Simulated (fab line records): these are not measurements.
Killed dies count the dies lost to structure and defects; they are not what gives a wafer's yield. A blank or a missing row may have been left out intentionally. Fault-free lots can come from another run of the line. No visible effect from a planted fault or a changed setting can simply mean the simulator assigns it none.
fab line records    flow nand_harc    part 1 of 2: steps 1 to 4 of 6
record lots=23  wafers=69  last_day=34
route steps=1302 shown A_STAIRCASE@705
lots that met no fault: taken from a fault-free run of the same line
start_h: the number of hours between the record's first day and the start of the first shown wafer of the lot    wait_h: hours elapsed since this lot's preceding step    " repeats the value in the row above    L1.1+2: a row that stands for several wafers    - either no value or no given start    * or withheld: withheld    < > ~ a bound
route shown NAME@n: names a module that has steps shown in the file, with the first one's number in the route    usual: the fault-free wafers' mean and standard deviation    same: alike in all rows    chamber/n: place in a boat    sites: the reading at each site    _std_site: the standard deviation of these    _edge_site: outer sites' mean less inner sites'    radius_mm: for every site, how far away it sits from the centre of the wafer    mask NAME#n: copy n    behind: tool/chamber where the wafer was last shaped    hold: why the lot was held/for how many hours/how that ended    device: whichever transistor did not switch (one of n, p or np)    end of line: tests of these same wafers at the route's end    step lacking rows: just its recipe    killed: at the first sort, the dies lost to defects and structure; wafer yield is something else    map: a wafer's dies, x killed, . not, _ none there
set.NAME: the run value of the setting; set.NAME@STEP: its run value at that earlier step    model.NAME: the simulator's own value behind a step, which no gauge read
route steps across a sampled set of lots; one table per step, one row per wafer
services: from which hour (start_h, from the record's first day; less than 0 if before it) a tool's chamber was out of use, for how many hours, and why
## steps
# step NHARC_A_STAIRCASE_TRIM_191
# recipe time_s=211.2  o2_flow_sccm=500  ar_flow_sccm=0  bias_w=0  chemistry=O2
# usual drypump_motor_current_A=5.71/0.28  oes_product_au=1.000/0.0084  rf_vpp_V=57.6/0.88  showerhead_plenum_p_Torr=3.50/0.15  throttle_valve_pct=17.036/0.0098
lot.wafer  tool         chamber  start_h  wait_h  drypump_motor_current_A  oes_product_au  rf_hours_counter_h  rf_vpp_V  showerhead_plenum_p_Torr  throttle_valve_pct
L074.5     rie_diel-08  2        -        -       5.82                     0.999           -                   59.0      3.37                      17.046
L074.4     "            3        "        "       5.91                     1.001           -                   57.0      3.45                      17.031
L074.6     "            1        "        "       5.49                     0.989           -                   56.9      3.77                      17.039
L075.1     rie_diel-10  3        -        -       6.01                     1.016           35                  56.3      3.54                      17.032
L075.5     "            1        "        "       5.58                     0.987           -                   57.7      3.29                      17.027
L075.6     "            2        "        "       5.20                     1.012           -                   58.2      3.55                      17.039
L076.2     rie_diel-01  1        -        -       6.09                     1.000           49                  57.6      3.48                      17.040
L076.1     "            2        "        "       6.14                     1.003           53                  56.9      3.38                      17.030
L076.5     "            1        "        "       6.09                     0.995           -                   57.3      3.48                      17.046
L077.1     rie_diel-10  2        -        -       5.18                     1.007           37                  57.1      3.55                      17.010
L077.4     "            1        "        "       5.63                     1.003           34                  55.0      3.28                      17.035
L077.6     "            2        "        "       5.17                     1.001           -                   57.3      3.55                      17.035
L078.3     rie_diel-10  3        -        -       6.00                     1.010           47                  56.6      3.54                      17.028
L078.1     "            1        "        "       5.61                     0.981           37                  57.2      3.28                      17.027
L078.6     "            3        "        "       6.02                     1.012           -                   58.7      3.54                      17.045
L079.1     rie_diel-10  1        -        -       5.59                     0.987           38                  57.0      3.28                      17.036
L079.3     "            3        "        "       5.99                     1.010           47                  56.7      3.54                      17.019
L079.5     "            2        "        "       5.20                     0.997           -                   57.7      3.55                      17.037
L080.2     rie_diel-08  0        -        -       5.75                     0.980           14                  57.3      3.29                      17.039
L080.3     "            3        "        "       5.95                     0.996           12                  58.3      3.44                      17.039
L080.6     "            0        "        "       5.76                     0.988           -                   58.0      3.29                      17.013
L081.3     rie_diel-10  0        -        -       5.84                     0.999           48                  57.4      3.48                      17.041
L081.1     "            1        "        "       5.65                     0.992           44                  57.5      3.28                      17.042
L081.5     "            1        "        "       5.66                     0.999           -                   57.7      3.28                      17.049
L083.2     rie_diel-10  0        -        -       5.84                     1.002           1                   58.2      3.48                      17.023
L083.1     "            1        "        "       5.59                     1.012           1                   58.5      3.81                      17.039
L083.4     "            2        "        "       5.18                     1.005           1                   58.7      3.54                      17.031
L082.2     rie_diel-01  1        -        -       6.12                     0.994           23                  56.1      3.46                      17.026
L082.4     "            2        "        "       6.12                     1.002           16                  57.9      3.37                      17.024
L082.5     "            0        "        "       5.49                     0.990           -                   58.2      3.45                      17.032
L085.3     rie_diel-10  1        -        -       5.58                     1.005           10                  58.1      3.80                      17.039
L085.5     "            1        "        "       5.58                     0.997           -                   57.6      3.80                      17.047
L085.6     "            2        "        "       5.21                     1.008           -                   57.0      3.54                      17.045
L084.2     rie_diel-08  3        -        -       5.94                     0.995           25                  57.8      3.44                      17.043
L084.6     "            2        "        "       5.87                     1.000           -                   58.0      3.35                      17.038
L084.5     "            3        "        "       5.92                     0.995           -                   58.9      3.44                      17.037
L086.2     rie_diel-08  2        -        -       5.88                     1.014           33                  56.6      3.35                      17.034
L086.5     "            2        "        "       5.85                     1.018           -                   57.2      3.35                      17.045
L086.6     "            3        "        "       5.95                     1.008           -                   57.0      3.43                      17.022
L087.1     rie_diel-01  2        -        -       6.14                     0.995           32                  58.3      3.36                      17.048
L087.6     "            1        "        "       6.09                     1.005           -                   56.5      3.45                      17.041
L087.5     "            2        "        "       6.13                     0.995           -                   57.2      3.36                      17.039
L088.3     rie_diel-08  3        -        -       5.92                     1.004           36                  57.8      3.43                      17.048
L088.5     "            2        "        "       5.88                     1.007           -                   58.0      3.34                      17.038
L088.6     "            3        "        "       5.95                     1.010           -                   57.4      3.43                      17.034
L089.1     rie_diel-10  0        -        -       5.84                     0.994           19                  56.5      3.47                      17.046
L089.3     "            2        "        "       5.16                     1.003           19                  57.1      3.53                      17.028
L089.5     "            1        "        "       5.62                     1.004           -                   58.9      3.80                      17.042
L091.3     rie_diel-01  3        -        -       5.66                     1.000           46                  56.0      3.38                      17.026
L091.1     "            1        "        "       6.08                     1.006           51                  58.5      3.45                      17.035
L091.5     "            3        "        "       5.67                     1.008           -                   58.4      3.38                      17.035
L090.1     rie_diel-10  1        -        -       5.57                     1.007           26                  57.8      3.79                      17.036
L090.2     "            3        "        "       6.01                     0.997           23                  57.1      3.52                      17.037
L090.6     "            0        "        "       5.85                     1.000           -                   57.8      3.47                      17.046
L093.2     rie_diel-01  0        -        -       5.49                     0.988           66                  56.5      3.43                      17.021
L093.5     "            3        "        "       5.70                     1.000           -                   56.6      3.38                      17.034
L093.6     "            0        "        "       5.45                     0.988           -                   57.6      3.43                      17.058
L095.1     rie_diel-10  3        -        -       6.02                     0.998           40                  58.0      3.51                      17.039
L095.3     "            0        "        "       5.83                     0.992           37                  57.7      3.46                      17.032
L095.6     "            2        "        "       5.18                     1.011           -                   58.6      3.52                      17.036
L094.2     rie_diel-10  0        -        -       5.82                     0.985           38                  56.6      3.46                      17.018
L094.4     "            1        "        "       5.62                     1.007           41                  59.2      3.78                      17.040
L094.5     "            3        "        "       6.01                     0.997           -                   58.6      3.51                      17.035
L096.2     rie_diel-10  2        -        -       5.22                     1.010           47                  58.3      3.51                      17.042
L096.3     "            3        "        "       6.02                     1.001           45                  56.5      3.51                      17.024
L096.1     "            0        "        "       5.84                     1.003           42                  58.2      3.46                      17.040
L097.3     rie_diel-08  3        -        -       5.96                     1.006           12                  58.4      3.41                      17.022
L097.1     "            0        "        "       5.74                     0.989           12                  57.5      3.80                      17.024
L097.2     "            1        "        "       5.51                     0.999           12                  57.3      3.73                      17.037
# step NHARC_A_STAIRCASE_ETCH_203
# recipe target_depth_a=1000  time_s=40.5  ion_energy_ev=400  c4f8_flow_sccm=20  o2_flow_sccm=10  ar_flow_sccm=withheld  rf_w=600  bias_w=1000  chemistry=C4F8/O2
# usual oes_product_au=0.943/0.01  rf_vpp_V=894/5.2
lot.wafer  tool         chamber  start_h  wait_h  oes_product_au  rf_hours_counter_h  rf_vpp_V
L074.4     rie_diel-01  3        -        -       0.934           47                  891
L074.6     "            0        "        "       0.932           -                   895
L074.5     "            1        "        "       0.944           -                   895
L075.1     rie_diel-01  3        -        -       0.949           49                  892
L075.6     "            3        "        "       0.948           -                   891
L075.5     "            0        "        "       0.936           -                   894
L076.2     rie_diel-01  1        -        -       0.949           50                  894
L076.1     "            0        "        "       0.940           55                  895
L076.5     "            1        "        "       0.954           -                   894
L077.1     rie_diel-10  0        -        -       0.935           37                  895
L077.4     "            2        "        "       0.936           38                  897
L077.6     "            0        "        "       0.928           -                   895
L078.1     rie_diel-10  0        -        -       0.932           40                  897
L078.3     "            3        "        "       0.972           48                  897
L078.6     "            1        "        "       0.921           -                   886
L079.1     rie_diel-10  2        -        -       0.946           42                  896
L079.3     "            3        "        "       0.953           48                  896
L079.5     "            0        "        "       0.941           -                   893
L080.3     rie_diel-08  0        -        -       0.941           15                  887
L080.2     "            3        "        "       0.948           12                  891
L080.6     "            1        "        "       0.950           -                   904
L081.3     rie_diel-10  0        -        -       0.947           49                  894
L081.1     "            1        "        "       0.943           45                  887
L081.5     "            0        "        "       0.943           -                   895
L083.1     rie_diel-08  0        -        -       0.935           23                  886
L083.4     "            2        "        "       0.950           23                  890
L083.2     "            3        "        "       0.951           20                  893
L082.2     rie_diel-08  0        -        -       0.932           24                  888
L082.4     "            1        "        "       0.950           25                  903
L082.5     "            3        "        "       0.947           -                   893
L085.3     rie_diel-08  3        -        -       0.963           26                  892
L085.6     "            3        "        "       0.953           -                   891
L085.5     "            0        "        "       0.940           -                   887
L084.2     rie_diel-01  0        -        -       0.940           36                  893
L084.5     "            3        "        "       0.939           -                   893
L084.6     "            0        "        "       0.942           -                   892
L086.2     rie_diel-08  1        -        -       0.958           37                  904
L086.6     "            2        "        "       0.932           -                   889
L086.5     "            3        "        "       0.934           -                   892
L087.1     rie_diel-01  3        -        -       0.937           37                  892
L087.6     "            3        "        "       0.940           -                   892
L087.5     "            1        "        "       0.950           -                   894
L088.3     rie_diel-08  1        -        -       0.963           44                  905
L088.6     "            0        "        "       0.930           -                   887
L088.5     "            1        "        "       0.959           -                   903
L089.1     rie_diel-10  3        -        -       0.937           22                  896
L089.3     "            1        "        "       0.936           24                  907
L089.5     "            3        "        "       0.935           -                   896
L091.1     rie_diel-08  0        -        -       0.943           47                  888
L091.3     "            2        "        "       0.948           46                  887
L091.5     "            0        "        "       0.942           -                   886
L090.2     rie_diel-10  2        -        -       0.947           26                  895
L090.1     "            3        "        "       0.953           24                  894
L090.6     "            2        "        "       0.936           -                   896
L093.2     rie_diel-01  1        -        -       0.965           67                  892
L093.5     "            0        "        "       0.937           -                   894
L093.6     "            1        "        "       0.968           -                   892
L095.1     rie_diel-01  0        -        -       0.931           67                  891
L095.3     "            1        "        "       0.949           67                  894
L095.6     "            0        "        "       0.937           -                   892
L094.2     rie_diel-10  0        -        -       0.950           38                  894
L094.4     "            1        "        "       0.935           41                  906
L094.5     "            0        "        "       0.949           -                   892
L096.2     rie_diel-10  0        -        -       0.930           44                  895
L096.1     "            1        "        "       0.949           49                  906
L096.3     "            2        "        "       0.952           51                  896
L097.2     rie_diel-08  0        -        -       0.938           13                  906
L097.1     "            1        "        "       0.953           13                  903
L097.3     "            3        "        "       0.938           12                  892
# step NHARC_A_STAIRCASE_TRIM_229
# recipe time_s=211.2  o2_flow_sccm=500  ar_flow_sccm=0  bias_w=0  chemistry=O2
# usual drypump_motor_current_A=5.75/0.29  oes_product_au=1.000/0.0088  rf_vpp_V=57.7/0.84  showerhead_plenum_p_Torr=3.49/0.14  throttle_valve_pct=17.037/0.0095
lot.wafer  tool         chamber  start_h  wait_h  drypump_motor_current_A  oes_product_au  rf_hours_counter_h  rf_vpp_V  showerhead_plenum_p_Torr  throttle_valve_pct
L074.4     rie_diel-10  0        360.16   0.1     5.82                     0.999           28                  58.3      3.49                      17.043
L074.5     "            1        "        "       5.62                     0.984           -                   57.4      3.29                      17.028
L074.6     "            2        "        "       5.19                     1.004           -                   58.0      3.55                      17.033
L075.1     rie_diel-08  3        369.39   0.1     5.91                     0.991           50                  56.3      3.45                      17.027
L075.6     "            2        "        "       5.84                     0.997           -                   58.1      3.36                      17.041
L075.5     "            3        "        "       5.94                     0.988           -                   59.2      3.45                      17.029
L076.2     rie_diel-01  0        372.44   0.1     5.51                     1.005           56                  59.0      3.46                      17.037
L076.1     "            1        "        "       6.10                     0.991           51                  58.5      3.48                      17.033
L076.5     "            0        "        "       5.49                     1.001           -                   58.9      3.46                      17.043
L077.4     rie_diel-10  3        389.68   0.1     6.02                     1.018           46                  58.9      3.54                      17.035
L077.1     "            0        "        "       5.86                     1.003           38                  57.0      3.49                      17.046
L077.6     "            3        "        "       6.01                     1.018           -                   58.1      3.54                      17.023
L078.1     rie_diel-01  2        396.10   0.1     6.11                     0.997           1                   58.1      3.38                      17.040
L078.3     "            1        "        "       6.10                     1.007           1                   57.1      3.47                      17.037
L078.6     "            2        "        "       6.11                     1.005           -                   56.8      3.38                      17.046
L079.3     rie_diel-10  3        397.12   0.1     6.02                     1.013           49                  56.9      3.54                      17.046
L079.1     "            0        "        "       5.83                     0.986           42                  57.2      3.49                      17.038
L079.5     "            3        "        "       6.02                     1.013           -                   57.4      3.54                      17.048
L080.3     rie_diel-01  2        416.32   0.1     6.10                     0.996           9                   57.0      3.37                      17.036
L080.2     "            3        "        "       5.69                     0.989           10                  58.8      3.40                      17.045
L080.6     "            2        "        "       6.12                     0.992           -                   56.5      3.37                      17.022
L081.1     rie_diel-10  0        417.23   0.1     5.85                     1.002           50                  57.7      3.48                      17.048
L081.3     "            2        "        "       5.16                     0.992           50                  58.3      3.54                      17.037
L081.5     "            0        "        "       5.82                     1.004           -                   57.8      3.48                      17.052
L083.1     rie_diel-10  2        442.69   0.1     5.20                     1.009           5                   57.7      3.54                      17.043
L083.2     "            3        "        "       6.03                     1.005           4                   58.1      3.53                      17.027
L083.4     "            0        "        "       5.83                     1.004           4                   58.5      3.48                      17.040
L082.2     rie_diel-10  0        446.69   0.1     5.82                     0.996           4                   58.0      3.48                      17.060
L082.4     "            1        "        "       5.63                     1.002           6                   58.3      3.80                      17.030
L082.5     "            2        "        "       5.20                     0.993           -                   57.0      3.54                      17.033
L085.3     rie_diel-01  1        465.28   0.1     6.11                     1.003           35                  57.2      3.45                      17.023
L085.6     "            0        "        "       5.49                     0.982           -                   56.9      3.44                      17.042
L085.5     "            1        "        "       6.11                     0.987           -                   57.5      3.45                      17.032
L084.2     rie_diel-10  1        465.42   0.1     5.63                     1.003           14                  57.8      3.80                      17.038
L084.5     "            0        "        "       5.84                     0.988           -                   57.8      3.47                      17.027
L084.6     "            1        "        "       5.64                     1.004           -                   57.4      3.80                      17.030
L086.2     rie_diel-01  3        486.85   0.1     5.67                     1.006           38                  57.6      3.39                      17.044
L086.6     "            2        "        "       6.13                     0.997           -                   56.5      3.36                      17.026
L086.5     "            3        "        "       5.68                     1.003           -                   55.4      3.39                      17.040
L087.1     rie_diel-10  0        487.12   0.1     5.82                     0.998           16                  57.0      3.47                      17.030
L087.6     "            3        "        "       6.01                     0.997           -                   57.4      3.52                      17.039
L087.5     "            0        "        "       5.82                     0.998           -                   58.1      3.47                      17.023
L088.3     rie_diel-08  3        511.47   0.1     5.94                     1.007           41                  57.6      3.43                      17.016
L088.5     "            3        "        "       5.92                     1.001           -                   59.0      3.43                      17.030
L088.6     "            0        "        "       5.73                     0.988           -                   58.6      3.28                      17.035
L089.3     rie_diel-08  2        514.94   0.1     5.86                     1.012           45                  56.3      3.34                      17.046
L089.1     "            0        "        "       5.75                     0.996           46                  57.1      3.28                      17.026
L089.5     "            1        "        "       5.49                     1.020           -                   59.6      3.74                      17.036
L091.1     rie_diel-01  1        521.48   0.1     6.09                     1.006           54                  58.3      3.44                      17.034
L091.3     "            2        "        "       6.13                     0.997           43                  57.7      3.36                      17.030
L091.5     "            1        "        "       6.08                     1.009           -                   56.7      3.45                      17.017
L090.2     rie_diel-08  3        521.86   0.1     5.91                     0.996           45                  56.7      3.43                      17.032
L090.1     "            2        "        "       5.89                     1.008           48                  58.3      3.34                      17.041
L090.6     "            3        "        "       5.93                     0.999           -                   57.3      3.43                      17.041
L093.2     rie_diel-10  2        560.12   0.1     5.23                     0.995           44                  57.2      3.52                      17.045
L093.6     "            1        "        "       5.62                     0.999           -                   57.6      3.78                      17.038
L093.5     "            2        "        "       5.23                     1.010           -                   57.4      3.52                      17.039
L095.1     rie_diel-08  1        561.51   0.1     5.49                     1.010           0                   58.4      3.74                      17.049
L095.3     "            0        "        "       5.77                     1.004           0                   57.8      3.81                      17.035
L095.6     "            1        "        "       5.50                     1.008           -                   57.0      3.74                      17.039
L094.2     rie_diel-10  1        562.16   0.1     5.66                     1.006           43                  58.9      3.78                      17.045
L094.4     "            3        "        "       6.00                     0.995           43                  57.4      3.51                      17.034
L094.5     "            2        "        "       5.21                     1.000           -                   56.9      3.52                      17.023
L096.2     rie_diel-01  1        578.20   0.1     6.12                     1.006           4                   58.3      3.44                      17.021
L096.1     "            2        "        "       6.10                     0.989           5                   57.4      3.35                      17.032
L096.3     "            3        "        "       5.66                     0.976           4                   57.2      3.37                      17.039
L097.1     rie_diel-08  1        595.54   0.1     5.51                     1.007           14                  56.5      3.73                      17.031
L097.2     "            2        "        "       5.87                     0.986           13                  59.4      3.32                      17.046
L097.3     "            0        "        "       5.73                     0.991           14                  58.4      3.80                      17.054
# step NHARC_A_STAIRCASE_TRIM_231
# recipe time_s=211.2  o2_flow_sccm=500  ar_flow_sccm=0  bias_w=0  chemistry=O2
# usual drypump_motor_current_A=5.76/0.29  oes_product_au=1.001/0.0097  rf_vpp_V=57.5/0.82  showerhead_plenum_p_Torr=3.49/0.14  throttle_valve_pct=17.035/0.0088
lot.wafer  tool         chamber  start_h  wait_h  drypump_motor_current_A  oes_product_au  rf_hours_counter_h  rf_vpp_V  showerhead_plenum_p_Torr  throttle_valve_pct
L074.4     rie_diel-10  2        -        -       5.23                     1.007           28                  57.6      3.55                      17.030
L074.6     "            3        "        "       6.00                     1.028           -                   57.4      3.55                      17.038
L074.5     "            0        "        "       5.82                     1.002           -                   57.0      3.49                      17.043
L075.1     rie_diel-08  2        -        -       5.84                     0.997           52                  57.1      3.36                      17.034
L075.6     "            0        "        "       5.75                     0.987           -                   58.2      3.30                      17.034
L075.5     "            1        "        "       5.49                     0.996           -                   57.8      3.77                      17.042
L076.1     rie_diel-01  2        -        -       6.15                     1.004           55                  58.2      3.38                      17.035
L076.2     "            1        "        "       6.10                     0.994           51                  57.7      3.48                      17.036
L076.5     "            3        "        "       5.68                     1.000           -                   56.7      3.41                      17.032
L077.4     rie_diel-10  0        -        -       5.82                     0.986           38                  57.6      3.49                      17.051
L077.1     "            2        "        "       5.18                     0.998           39                  58.0      3.55                      17.034
L077.6     "            3        "        "       6.00                     1.013           -                   58.9      3.54                      17.036
L078.1     rie_diel-01  3        -        -       5.63                     1.001           1                   57.4      3.41                      17.048
L078.3     "            1        "        "       6.08                     1.005           1                   57.6      3.47                      17.037
L078.6     "            1        "        "       6.09                     1.007           -                   56.7      3.47                      17.042
L079.1     rie_diel-10  0        -        -       5.84                     0.991           42                  57.1      3.49                      17.037
L079.3     "            3        "        "       6.01                     1.018           49                  59.4      3.54                      17.037
L079.5     "            0        "        "       5.85                     0.997           -                   57.1      3.49                      17.033
L080.3     rie_diel-01  3        -        -       5.67                     0.990           10                  58.1      3.40                      17.043
L080.2     "            0        "        "       5.49                     0.982           11                  58.0      3.45                      17.043
L080.6     "            1        "        "       6.09                     0.998           -                   57.8      3.47                      17.045
L081.1     rie_diel-10  0        -        -       5.88                     0.992           50                  55.3      3.48                      17.027
L081.3     "            2        "        "       5.18                     0.992           50                  59.1      3.54                      17.033
L081.5     "            1        "        "       5.60                     0.983           -                   57.0      3.28                      17.043
L083.1     rie_diel-10  2        -        -       5.20                     1.003           5                   57.6      3.54                      17.053
L083.2     "            0        "        "       5.83                     0.999           4                   56.2      3.48                      17.039
L083.4     "            1        "        "       5.62                     1.012           5                   58.3      3.80                      17.035
L082.2     rie_diel-10  1        -        -       5.60                     0.998           6                   58.5      3.80                      17.021
L082.4     "            3        "        "       6.01                     1.015           4                   57.4      3.53                      17.038
L082.5     "            0        "        "       5.83                     1.005           -                   57.5      3.48                      17.041
L085.3     rie_diel-01  0        -        -       5.49                     1.000           38                  57.3      3.44                      17.048
L085.6     "            2        "        "       6.13                     0.990           -                   56.4      3.37                      17.029
L085.5     "            3        "        "       5.66                     1.002           -                   56.4      3.39                      17.035
L084.2     rie_diel-10  2        -        -       5.19                     1.012           12                  57.2      3.53                      17.023
L084.5     "            2        "        "       5.23                     1.001           -                   58.0      3.53                      17.041
L084.6     "            3        "        "       6.03                     1.007           -                   57.2      3.53                      17.047
L086.2     rie_diel-01  2        -        -       6.13                     0.992           33                  57.5      3.36                      17.024
L086.5     "            1        "        "       6.10                     1.006           -                   57.9      3.45                      17.024
L086.6     "            2        "        "       6.15                     1.003           -                   56.8      3.36                      17.037
L087.1     rie_diel-10  2        -        -       5.18                     0.999           17                  58.7      3.53                      17.035
L087.5     "            1        "        "       5.61                     1.005           -                   58.8      3.80                      17.021
L087.6     "            2        "        "       5.19                     0.998           -                   57.2      3.53                      17.045
L088.3     rie_diel-08  1        -        -       5.51                     1.029           46                  57.4      3.74                      17.039
L088.6     "            3        "        "       5.92                     1.006           -                   58.3      3.43                      17.032
L088.5     "            0        "        "       5.77                     0.997           -                   57.2      3.28                      17.045
L089.1     rie_diel-08  3        -        -       5.94                     1.004           42                  55.7      3.43                      17.038
L089.3     "            0        "        "       5.73                     1.010           46                  57.6      3.28                      17.040
L089.5     "            3        "        "       5.95                     1.002           -                   57.4      3.43                      17.035
L091.3     rie_diel-01  2        -        -       6.11                     1.004           43                  58.4      3.36                      17.056
L091.1     "            0        "        "       5.48                     0.995           55                  56.3      3.43                      17.038
L091.5     "            2        "        "       6.14                     1.001           -                   56.7      3.36                      17.043
L090.1     rie_diel-08  0        -        -       5.75                     1.001           48                  57.0      3.28                      17.027
L090.2     "            1        "        "       5.49                     1.026           49                  59.6      3.74                      17.028
L090.6     "            3        "        "       5.92                     0.999           -                   56.2      3.43                      17.027
L093.2     rie_diel-10  2        -        -       5.20                     1.010           44                  58.2      3.52                      17.036
L093.5     "            2        "        "       5.17                     1.014           -                   56.9      3.52                      17.040
L093.6     "            3        "        "       6.02                     0.999           -                   57.7      3.51                      17.021
L095.1     rie_diel-08  0        -        -       5.76                     0.995           1                   56.9      3.81                      17.045
L095.3     "            1        "        "       5.49                     1.013           0                   57.8      3.74                      17.052
L095.6     "            0        "        "       5.77                     1.010           -                   57.7      3.81                      17.033
L094.2     rie_diel-10  2        -        -       5.17                     1.005           46                  58.3      3.52                      17.037
L094.4     "            0        "        "       5.83                     0.993           40                  58.4      3.46                      17.026
L094.5     "            2        "        "       5.21                     1.003           -                   57.9      3.52                      17.019
L096.1     rie_diel-01  2        -        -       6.11                     0.998           5                   57.8      3.35                      17.047
L096.3     "            0        "        "       5.47                     0.995           4                   58.3      3.42                      17.040
L096.2     "            1        "        "       6.12                     0.997           5                   57.5      3.44                      17.046
L097.1     rie_diel-08  2        -        -       5.88                     0.996           13                  57.5      3.32                      17.029
L097.3     "            0        "        "       5.76                     0.988           14                  57.2      3.80                      17.035
L097.2     "            1        "        "       5.50                     0.993           14                  58.5      3.73                      17.044
